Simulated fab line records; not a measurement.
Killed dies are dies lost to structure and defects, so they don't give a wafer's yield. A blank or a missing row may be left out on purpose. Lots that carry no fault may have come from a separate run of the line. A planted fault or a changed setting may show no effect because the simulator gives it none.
fab line records + flow nandHarc
record
- lots=11
- wafers=33
- lastDay=33
route steps=1302 shown P_ZERO_WELL@29 P_STI@80 P_GATE@124 END@1302
lots with no fault: from the same line, run without faults
startH: hours from the record's opening day to when the first of the lot's shown wafers began + waitH: how many hours have passed since the lot's step before this one + " identical to the entry in the row above + L1.1+2: several wafers, shown together as one row + - value missing, or start not given + * or withheld: withheld + < > ~ a bound
route shown NAME@n: NAME is a module with steps in the file, n the number in the route of the first one + usual: average and standard deviation across the fault-free wafers + same: alike in all rows + chamber/n: place in a boat + sites: the reading at each site + _std_site: standard deviation of those values + _edge_site: the outer-site mean with the inner-site mean subtracted + radiusMm: for every site, how far away it sits from the centre of the wafer + mask NAME#n: copy n + behind: the last tool/chamber to shape the wafer + hold: why the lot went on hold/how many hours it stayed there/how the hold came to an end + device: names the non-switching transistor (n, p or np) + end of line: tests of these same wafers at the route's end + step lacking rows: just its recipe + killed: dies lost to structure and defects at the first sort, not the wafer's yield + map: shows each die of a wafer: x if killed, . if not, _ if none is there
set.NAME: the setting as run; set.NAME@STEP: as run at that earlier step + model.NAME: the simulator's own value behind a step, which no gauge read
steps of the route over a sample of lots; a table a step, a row a wafer
services: from which hour (startH, from the record's first day; less than 0 if before it) a tool's chamber was out of use, for how many hours, and why
## steps
# step NHARC_P_ZERO_WELL_CD_MEAS_24
# recipe
- targetCdNm=720
- landingEnergyEv=500
# usual
- cdNm=720.5/2.1
| lot.wafer | tool     | chamber | startH | waitH | cdNm  |
|-----------|----------|---------|--------|-------|-------|
| L692.2    | cdSem-02 | 0       | 22.46  | -     | 720.6 |
| L692.3    | "        | 0       | "      | "     | 722.8 |
| L692.5    | "        | 0       | "      | "     | 716.9 |
| L693.2    | cdSem-02 | 0       | 32.46  | -     | 723.0 |
| L693.4    | "        | 0       | "      | "     | 720.2 |
| L693.5    | "        | 0       | "      | "     | 720.8 |
| L695.3    | cdSem-01 | 0       | 52.47  | -     | 718.3 |
| L695.4    | "        | 0       | "      | "     | 716.9 |
| L695.5    | "        | 0       | "      | "     | 721.7 |
| L697.1    | cdSem-02 | 0       | 72.74  | -     | 719.0 |
| L697.4    | "        | 0       | "      | "     | 720.0 |
| L697.5    | "        | 0       | "      | "     | 720.9 |
| L701.1    | cdSem-01 | 0       | 112.62 | -     | 721.4 |
| L701.3    | "        | 0       | "      | "     | 719.0 |
| L701.4    | "        | 0       | "      | "     | 717.3 |
| L706.1    | cdSem-03 | 0       | 162.68 | -     | 718.5 |
| L706.3    | "        | 0       | "      | "     | 719.1 |
| L706.5    | "        | 0       | "      | "     | 722.2 |
| L708.1    | cdSem-03 | 0       | 182.50 | -     | 723.8 |
| L708.3    | "        | 0       | "      | "     | 720.3 |
| L708.4    | "        | 0       | "      | "     | 723.7 |
| L711.1    | cdSem-02 | 0       | 213.68 | -     | 724.6 |
| L711.2    | "        | 0       | "      | "     | 721.2 |
| L711.6    | "        | 0       | "      | "     | 722.7 |
| L712.1    | cdSem-01 | 0       | 222.60 | -     | 719.7 |
| L712.2    | "        | 0       | "      | "     | 719.6 |
| L712.6    | "        | 0       | "      | "     | 719.4 |
| L713.3    | cdSem-03 | 0       | 232.89 | -     | 721.0 |
| L713.5    | "        | 0       | "      | "     | 722.5 |
| L713.6    | "        | 0       | "      | "     | 720.7 |
| L715.3    | cdSem-02 | 0       | 252.36 | -     | 722.7 |
| L715.4    | "        | 0       | "      | "     | 722.7 |
| L715.6    | "        | 0       | "      | "     | 719.3 |
# step NHARC_P_ZERO_WELL_DESCUM_54
# recipe
- timeS=3
- o2FlowSccm=200
- arFlowSccm=0
- biasPowerW=0
- chemistry=O2
# usual
- drypumpMotorCurrentA=5.7/0.39
- mfcArSccm=0.013/0.015
- oesProductAu=1.002/0.01
- rfVppV=57.9/0.85
- showerheadPlenumPTorr=1.94/0.046
- throttleValvePct=11.312/0.009
| lot.wafer | tool       | chamber | startH | waitH | drypumpMotorCurrentA | mfcArSccm | oesProductAu | rfHoursCounterH | rfVppV | showerheadPlenumPTorr | throttleValvePct |
|-----------|------------|---------|--------|-------|----------------------|-----------|--------------|-----------------|--------|-----------------------|------------------|
| L692.2    | rieDiel-06 | 1       | 25.90  | -     | 5.9                  | 0.024     | 1.009        | 16              | 58.2   | 1.91                  | 11.301           |
| L692.3    | "          | 3       | "      | "     | 5.2                  | 0.045     | 0.999        | 20              | 58.0   | 1.93                  | 11.322           |
| L692.5    | "          | 2       | "      | "     | 5.3                  | 0.012     | 1.015        | -               | 58.6   | 1.99                  | 11.324           |
| L693.2    | rieDiel-06 | 2       | 35.80  | -     | 5.3                  | 0.012     | 0.997        | 23              | 56.9   | 1.99                  | 11.315           |
| L693.4    | "          | 3       | "      | "     | 5.2                  | 0.045     | 0.988        | 23              | 58.5   | 1.93                  | 11.321           |
| L693.5    | "          | 0       | "      | "     | 6.1                  | 0         | 1.002        | -               | 58.0   | 1.96                  | 11.317           |
| L695.3    | rieDiel-12 | 2       | 55.91  | -     | 5.4                  | 0         | 1.002        | 38              | 57.9   | 2.00                  | 11.307           |
| L695.4    | "          | 3       | "      | "     | 5.2                  | 0         | 0.998        | 38              | 58.3   | 1.98                  | 11.308           |
| L695.5    | "          | 1       | "      | "     | 6.2                  | 0         | 1.026        | -               | 57.5   | 1.94                  | 11.305           |
| L697.1    | rieDiel-12 | 2       | 76.21  | -     | 5.4                  | 0         | 0.998        | 44              | 59.1   | 2.00                  | 11.318           |
| L697.4    | "          | 0       | "      | "     | 6.0                  | 0         | 1.016        | 46              | 56.7   | 1.96                  | 11.319           |
| L697.5    | "          | 1       | "      | "     | 6.3                  | 0         | 1.023        | -               | 58.4   | 1.94                  | 11.319           |
| L701.1    | rieDiel-06 | 3       | 115.93 | -     | 5.2                  | 0.045     | 1.001        | 52              | 57.5   | 1.92                  | 11.305           |
| L701.3    | "          | 0       | "      | "     | 6.1                  | 0         | 1.009        | 39              | 58.4   | 1.96                  | 11.305           |
| L701.4    | "          | 2       | "      | "     | 5.3                  | 0.012     | 1.014        | 52              | 57.3   | 1.98                  | 11.306           |
| L706.1    | rieDiel-06 | 2       | 165.94 | -     | 5.2                  | 0.012     | 0.994        | 11              | 58.6   | 1.98                  | 11.299           |
| L706.3    | "          | 0       | "      | "     | 6.1                  | 0         | 1.012        | 8               | 59.0   | 1.95                  | 11.307           |
| L706.5    | "          | 3       | "      | "     | 5.2                  | 0.045     | 0.996        | -               | 56.4   | 1.92                  | 11.318           |
| L708.4    | rieDiel-06 | 3       | 185.84 | -     | 5.2                  | 0.045     | 0.987        | 16              | 58.1   | 1.92                  | 11.306           |
| L708.1    | "          | 1       | "      | "     | 5.9                  | 0.024     | 1.008        | 19              | 58.7   | 1.90                  | 11.314           |
| L708.3    | "          | 2       | "      | "     | 5.3                  | 0.012     | 1.005        | 18              | 57.6   | 1.97                  | 11.319           |
| L711.2    | rieDiel-12 | 2       | 217.03 | -     | 5.4                  | 0         | 0.989        | 32              | 58.2   | 1.99                  | 11.316           |
| L711.1    | "          | 3       | "      | "     | 5.1                  | 0         | 0.992        | 41              | 57.6   | 1.96                  | 11.308           |
| L711.6    | "          | 2       | "      | "     | 5.4                  | 0         | 1.003        | -               | 57.0   | 1.99                  | 11.319           |
| L712.1    | rieDiel-06 | 2       | 228.35 | -     | 5.3                  | 0.012     | 0.987        | 33              | 58.0   | 1.97                  | 11.315           |
| L712.2    | "          | 1       | "      | "     | 5.9                  | 0.024     | 0.996        | 36              | 59.4   | 1.89                  | 11.311           |
| L712.6    | "          | 2       | "      | "     | 5.3                  | 0.012     | 0.994        | -               | 56.8   | 1.97                  | 11.306           |
| L713.3    | rieDiel-06 | 0       | 236.42 | -     | 6.0                  | 0         | 1.012        | 32              | 59.1   | 1.94                  | 11.295           |
| L713.6    | "          | 3       | "      | "     | 5.2                  | 0.045     | 0.992        | -               | 57.9   | 1.91                  | 11.323           |
| L713.5    | "          | 0       | "      | "     | 6.1                  | 0         | 1.000        | -               | 57.3   | 1.95                  | 11.314           |
| L715.4    | rieDiel-06 | 3       | 255.56 | -     | 5.2                  | 0.045     | 1.003        | 37              | 57.7   | 1.91                  | 11.309           |
| L715.3    | "          | 0       | "      | "     | 6.1                  | 0         | 0.988        | 40              | 57.9   | 1.94                  | 11.320           |
| L715.6    | "          | 0       | "      | "     | 6.1                  | 0         | 0.993        | -               | 57.8   | 1.94                  | 11.293           |
# step NHARC_P_STI_EXPOSE_06
# recipe
- na=0.55
- targetCdNm=200
- doseMj=37.69
- maskId=P_STI
# same
- na=0.55
| lot.wafer  | tool          | chamber | startH | waitH | mask       |
|------------|---------------|---------|--------|-------|------------|
| L692.2+3+5 | krfScanner-03 | 0       | 42.51  | -     | P_STI#0    |
| L693.2+4+5 | krfScanner-04 | 0       | 55.33  | -     | P_STI#0    |
| L695.3+4+5 | krfScanner-03 | 0       | 74.14  | -     | P_STI#0    |
| L697.1+4+5 | krfScanner-04 | 0       | 94.31  | -     | P_STI_R1#0 |
| L701.1+3+4 | krfScanner-04 | 0       | 133.41 | -     | P_STI#0    |
| L706.1+3+5 | krfScanner-04 | 0       | 184.04 | -     | P_STI#0    |
| L708.1+3+4 | krfScanner-03 | 0       | 205.41 | -     | P_STI#0    |
| L711.1+2+6 | krfScanner-03 | 0       | 233.01 | -     | P_STI#0    |
| L712.1+2+6 | krfScanner-01 | 0       | 244.46 | -     | P_STI#0    |
| L713.3+5+6 | krfScanner-04 | 0       | 252.81 | -     | P_STI#0    |
| L715.3+4+6 | krfScanner-04 | 0       | 273.46 | -     | P_STI#0    |
# step NHARC_P_STI_CD_MEAS_09
# recipe
- targetCdNm=200
- landingEnergyEv=500
# usual
- cdNm=199/3.4
| lot.wafer | tool     | chamber | startH | waitH | cdNm |
|-----------|----------|---------|--------|-------|------|
| L692.2    | cdSem-02 | 0       | 42.66  | -     | 203  |
| L692.3    | "        | 0       | "      | "     | 201  |
| L692.5    | "        | 0       | "      | "     | 200  |
| L693.2    | cdSem-02 | 0       | 55.48  | -     | 202  |
| L693.4    | "        | 0       | "      | "     | 202  |
| L693.5    | "        | 0       | "      | "     | 199  |
| L695.3    | cdSem-03 | 0       | 74.28  | -     | 195  |
| L695.4    | "        | 0       | "      | "     | 196  |
| L695.5    | "        | 0       | "      | "     | 201  |
| L697.1    | cdSem-02 | 0       | 94.46  | -     | 210  |
| L697.4    | "        | 0       | "      | "     | 207  |
| L697.5    | "        | 0       | "      | "     | 207  |
| L701.1    | cdSem-01 | 0       | 133.56 | -     | 204  |
| L701.3    | "        | 0       | "      | "     | 201  |
| L701.4    | "        | 0       | "      | "     | 201  |
| L706.1    | cdSem-02 | 0       | 184.19 | -     | 202  |
| L706.3    | "        | 0       | "      | "     | 195  |
| L706.5    | "        | 0       | "      | "     | 196  |
| L708.1    | cdSem-02 | 0       | 205.56 | -     | 203  |
| L708.3    | "        | 0       | "      | "     | 200  |
| L708.4    | "        | 0       | "      | "     | 195  |
| L711.1    | cdSem-03 | 0       | 233.16 | -     | 193  |
| L711.2    | "        | 0       | "      | "     | 195  |
| L711.6    | "        | 0       | "      | "     | 197  |
| L712.1    | cdSem-01 | 0       | 244.61 | -     | 200  |
| L712.2    | "        | 0       | "      | "     | 204  |
| L712.6    | "        | 0       | "      | "     | 205  |
| L713.3    | cdSem-03 | 0       | 252.96 | -     | 198  |
| L713.5    | "        | 0       | "      | "     | 201  |
| L713.6    | "        | 0       | "      | "     | 197  |
| L715.3    | cdSem-02 | 0       | 273.61 | -     | 194  |
| L715.4    | "        | 0       | "      | "     | 195  |
| L715.6    | "        | 0       | "      | "     | 198  |
# step NHARC_P_STI_OCD_MEAS_17
# usual
- trenchDepthNm=299/6.6
- trenchFootCdNm=157/3.6
| lot.wafer | tool   | chamber | startH | waitH | trenchDepthNm | trenchFootCdNm |
|-----------|--------|---------|--------|-------|---------------|----------------|
| L692.2    | ocd-02 | -       | 43.44  | 0.1   | 293           | 162            |
| L692.3    | "      | -       | "      | "     | 306           | 159            |
| L692.5    | "      | -       | "      | "     | 292           | 159            |
| L693.2    | ocd-02 | -       | 56.28  | 0.1   | 292           | 162            |
| L693.4    | "      | -       | "      | "     | 301           | 160            |
| L693.5    | "      | -       | "      | "     | 293           | 158            |
| L695.3    | ocd-02 | -       | 75.07  | 0.1   | 303           | 152            |
| L695.4    | "      | -       | "      | "     | 288           | 155            |
| L695.5    | "      | -       | "      | "     | 292           | 161            |
| L697.1    | ocd-02 | -       | 95.25  | 0.1   | 298           | 168            |
| L697.4    | "      | -       | "      | "     | 292           | 166            |
| L697.5    | "      | -       | "      | "     | 289           | 167            |
| L701.1    | ocd-02 | -       | 134.35 | 0.1   | 293           | 163            |
| L701.3    | "      | -       | "      | "     | 305           | 159            |
| L701.4    | "      | -       | "      | "     | 292           | 161            |
| L706.1    | ocd-01 | -       | 184.98 | 0.1   | 307           | 159            |
| L706.3    | "      | -       | "      | "     | 304           | 152            |
| L706.5    | "      | -       | "      | "     | 302           | 154            |
| L708.1    | ocd-01 | -       | 206.34 | 0.1   | 296           | 161            |
| L708.3    | "      | -       | "      | "     | 301           | 158            |
| L708.4    | "      | -       | "      | "     | 302           | 153            |
| L711.1    | ocd-02 | -       | 233.97 | 0.1   | 301           | 151            |
| L711.2    | "      | -       | "      | "     | 293           | 153            |
| L711.6    | "      | -       | "      | "     | 301           | 155            |
| L712.1    | ocd-01 | -       | 245.42 | 0.1   | 300           | 158            |
| L712.2    | "      | -       | "      | "     | 304           | 161            |
| L712.6    | "      | -       | "      | "     | 307           | 162            |
| L713.3    | ocd-02 | -       | 253.77 | 0.1   | 297           | 156            |
| L713.5    | "      | -       | "      | "     | 299           | 159            |
| L713.6    | "      | -       | "      | "     | 312           | 153            |
| L715.3    | ocd-02 | -       | 274.39 | 0.1   | 311           | 151            |
| L715.4    | "      | -       | "      | "     | 306           | 152            |
| L715.6    | "      | -       | "      | "     | 307           | 155            |
# step NHARC_P_GATE_DESCUM_13
# recipe
- timeS=3
- o2FlowSccm=200
- arFlowSccm=0
- biasPowerW=0
- chemistry=O2
# usual
- drypumpMotorCurrentA=5.8/0.45
- mfcArSccm=0.006/0.008
- oesProductAu=1.001/0.015
- rfVppV=57.9/0.88
- showerheadPlenumPTorr=1.92/0.075
- throttleValvePct=11.311/0.0094
| lot.wafer | tool       | chamber | startH | waitH | drypumpMotorCurrentA | mfcArSccm | oesProductAu | rfHoursCounterH | rfVppV | showerheadPlenumPTorr | throttleValvePct |
|-----------|------------|---------|--------|-------|----------------------|-----------|--------------|-----------------|--------|-----------------------|------------------|
| L692.2    | rieDiel-04 | 3       | 77.93  | -     | 5.4                  | 0         | 1.012        | 2.6             | 57.2   | 1.92                  | 11.319           |
| L692.3    | "          | 0       | "      | "     | 5.8                  | 0         | 0.993        | 2.8             | 58.3   | 1.96                  | 11.316           |
| L692.5    | "          | 3       | "      | "     | 5.4                  | 0         | 1.009        | -               | 57.6   | 1.92                  | 11.296           |
| L693.4    | rieDiel-04 | 1       | 95.73  | -     | 6.3                  | 0         | 1.010        | 3.8             | 58.1   | 1.93                  | 11.298           |
| L693.2    | "          | 2       | "      | "     | 6.2                  | 0         | 1.025        | 2.8             | 58.4   | 1.86                  | 11.320           |
| L693.5    | "          | 0       | "      | "     | 5.8                  | 0         | 0.997        | -               | 58.0   | 1.96                  | 11.300           |
| L695.3    | rieDiel-07 | 2       | 108.89 | -     | 6.3                  | 0.017     | 0.989        | 7.5             | 58.6   | 1.94                  | 11.314           |
| L695.4    | "          | 3       | "      | "     | 6.1                  | 0         | 1.010        | 7.7             | 56.1   | 1.78                  | 11.323           |
| L695.5    | "          | 3       | "      | "     | 6.1                  | 0         | 1.015        | -               | 58.1   | 1.78                  | 11.315           |
| L697.1    | rieDiel-07 | 3       | 131.51 | -     | 6.1                  | 0         | 1.004        | 0.6             | 56.0   | 1.78                  | 11.319           |
| L697.4    | "          | 1       | "      | "     | 6.0                  | 0         | 1.023        | 1.0             | 58.3   | 2.03                  | 11.301           |
| L697.5    | "          | 3       | "      | "     | 6.1                  | 0         | 1.007        | -               | 57.4   | 1.78                  | 11.325           |
| L701.3    | rieDiel-04 | 0       | 172.19 | -     | 5.8                  | 0         | 0.996        | 8.7             | 57.6   | 1.96                  | 11.318           |
| L701.4    | "          | 1       | "      | "     | 6.2                  | 0         | 1.000        | 7.3             | 58.4   | 1.93                  | 11.307           |
| L701.1    | "          | 2       | "      | "     | 6.2                  | 0         | 1.033        | 6.1             | 58.0   | 1.85                  | 11.306           |
| L706.1    | rieDiel-08 | 2       | 226.13 | -     | 4.9                  | 0         | 1.007        | 0.3             | 57.0   | 1.87                  | 11.301           |
| L706.3    | "          | 3       | "      | "     | 6.5                  | 0.019     | 0.997        | 0.5             | 58.0   | 1.89                  | 11.306           |
| L706.5    | "          | 2       | "      | "     | 4.9                  | 0         | 1.018        | -               | 58.4   | 1.87                  | 11.320           |
| L708.4    | rieDiel-07 | 1       | 242.23 | -     | 6.0                  | 0         | 1.012        | 5.7             | 58.8   | 2.03                  | 11.323           |
| L708.1    | "          | 3       | "      | "     | 6.1                  | 0         | 0.980        | 5.4             | 57.0   | 1.78                  | 11.306           |
| L708.3    | "          | 0       | "      | "     | 5.6                  | 0.017     | 0.988        | 4.7             | 58.6   | 1.98                  | 11.301           |
| L711.2    | rieDiel-08 | 1       | 267.45 | -     | 5.2                  | 0.012     | 1.006        | 3.2             | 56.9   | 2.03                  | 11.327           |
| L711.1    | "          | 2       | "      | "     | 5.0                  | 0         | 1.031        | 3.1             | 57.2   | 1.86                  | 11.308           |
| L711.6    | "          | 1       | "      | "     | 5.2                  | 0.012     | 0.996        | -               | 56.7   | 2.03                  | 11.297           |
| L712.2    | rieDiel-04 | 0       | 282.90 | -     | 5.8                  | 0         | 0.972        | 9.1             | 58.6   | 1.96                  | 11.301           |
| L712.1    | "          | 3       | "      | "     | 5.4                  | 0         | 0.993        | 9.4             | 59.5   | 1.91                  | 11.296           |
| L712.6    | "          | 0       | "      | "     | 5.8                  | 0         | 0.964        | -               | 58.7   | 1.96                  | 11.293           |
| L713.3    | rieDiel-08 | 0       | 288.84 | -     | 5.4                  | 0.014     | 1.025        | 4.6             | 57.8   | 1.83                  | 11.299           |
| L713.5    | "          | 1       | "      | "     | 5.2                  | 0.012     | 0.996        | -               | 58.2   | 2.03                  | 11.313           |
| L713.6    | "          | 2       | "      | "     | 5.0                  | 0         | 1.006        | -               | 57.0   | 1.86                  | 11.316           |
| L715.4    | rieDiel-04 | 0       | 308.68 | -     | 5.8                  | 0         | 0.962        | 9.9             | 57.3   | 1.96                  | 11.314           |
| L715.3    | "          | 1       | "      | "     | 6.2                  | 0         | 0.985        | 10.2            | 56.6   | 1.92                  | 11.308           |
| L715.6    | "          | 0       | "      | "     | 5.8                  | 0         | 0.959        | -               | 57.9   | 1.96                  | 11.307           |
# step NHARC_END_SORT_01
# recipe
- tempC=25
# usual
- killedAtArray=54/20
- killedAtOther=0.7/0.94
- killedAtPeriphery=3.8/2.7
- killedDies=59/20
- killedOpen=3.5/1.9
- killedShort=2.5/1.6
# same
- grossDies=677
| lot.wafer | tool      | chamber | startH | waitH | killedAtArray | killedAtOther | killedAtPeriphery | killedDies | killedOpen | killedShort |
|-----------|-----------|---------|--------|-------|---------------|---------------|-------------------|------------|------------|-------------|
| L706.1    | prober-01 | 0       | 704.65 | 2.5   | 41            | 1             | 1                 | 43         | 5          | 5           |
| L712.1    | prober-01 | 0       | 762.13 | 2.5   | 36            | 0             | 3                 | 39         | 5          | 3           |
# killed by level:class
L706.1 A_CHANNEL_HOLE_D1:chamberFilmFlake=27 A_CONTACT:chamberFilmFlake=3 P_M0:geometricParticle:short=1 A_ONON_D1:geometricParticle:short=1 A_DECK1_JOINT:geometricParticle:short=1 A_CHANNEL_HOLE_D2:geometricParticle:open=1 A_CHANNEL_FILL_D2:geometricParticle:open=1 A_STAIRCASE:geometricParticle:open=1
L712.1 A_CHANNEL_HOLE_D1:chamberFilmFlake=15 A_SLIT:chamberFilmFlake=4 A_STAIRCASE:chamberFilmFlake=3 A_CONTACT:chamberFilmFlake=3 P_M1:geometricParticle:short=1 A_ONON_D1:geometricParticle:open=1 A_CHANNEL_HOLE_D1:geometricParticle:open=1 A_CHANNEL_FILL_D1:geometricParticle:short=1
## services
| tool          | chamber | startH | hours | kind   |
|---------------|---------|--------|-------|--------|
| krfScanner-04 | -       | 4.63   | 0.9   | repair |
| rieDiel-04    | 3       | 12.93  | 7.2   | repair |
| krfScanner-04 | -       | 12.94  | 4.0   | pm     |
| krfScanner-04 | -       | 34.63  | 5.5   | repair |
| rieDiel-06    | 0       | 39.49  | 27.6  | repair |
| rieDiel-04    | 0       | 51.10  | 4.5   | repair |
| krfScanner-03 | -       | 52.00  | 4.0   | pm     |
| rieDiel-04    | 0       | 64.02  | 5.0   | repair |
| krfScanner-03 | -       | 78.76  | 5.4   | repair |
| rieDiel-06    | -       | 87.42  | 0.7   | repair |
| rieDiel-06    | -       | 131.02 | 9.0   | pm     |
| krfScanner-03 | -       | 132.32 | 0.3   | repair |
| krfScanner-04 | -       | 140.59 | 0.5   | repair |
| krfScanner-03 | -       | 150.97 | 1.4   | repair |
| rieDiel-04    | 3       | 152.06 | 3.6   | repair |
| krfScanner-04 | -       | 155.12 | 6.1   | repair |
| rieDiel-04    | -       | 178.47 | 9.0   | pm     |
| krfScanner-04 | -       | 184.94 | 4.0   | pm     |
| rieDiel-04    | 1       | 203.54 | 13.0  | repair |
| rieDiel-06    | 3       | 216.75 | 16.1  | repair |
| rieDiel-06    | 0       | 219.09 | 15.8  | repair |
| rieDiel-04    | 2       | 235.21 | 8.3   | repair |
| krfScanner-04 | -       | 273.51 | 4.8   | repair |
| rieDiel-06    | -       | 308.02 | 9.0   | pm     |
## key
firstSign
- step=NHARC_P_STI_EXPOSE_06
- reading=mask
- direction=changed
effect
- step=NHARC_P_STI_CD_MEAS_09
- reading=cdNm
- direction=up
- sigmas=2.6
- usual=199
- struck=208
effect
- step=NHARC_P_STI_OCD_MEAS_17
- reading=trenchFootCdNm
- direction=up
- sigmas=2.7
- usual=157
- struck=167
metAt NHARC_P_STI_EXPOSE_06
struckLots L697
testerLeftOut L697
notActingAt NHARC_P_ZERO_WELL_CD_MEAS_24,NHARC_P_ZERO_WELL_DESCUM_54,NHARC_P_GATE_DESCUM_13
onsetBetween 55.33 94.31
fault
- kind=wrongMask
- tool=any
- chamber=-
- onsetH=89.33
- steps=NHARC_P_STI_EXPOSE_06
- auxCopy=P_STI_R1#0
- cdOffsetNm=10.045
- scope=struckLotsOnly
# testerLeftOut: of these lots the tester's yield and bins aren't shown, on N5 and GAA mostly nor the transistor test; their killed dies are dies lost to structure and defects alone, not to doping, threshold or leakage, so they don't give the yield
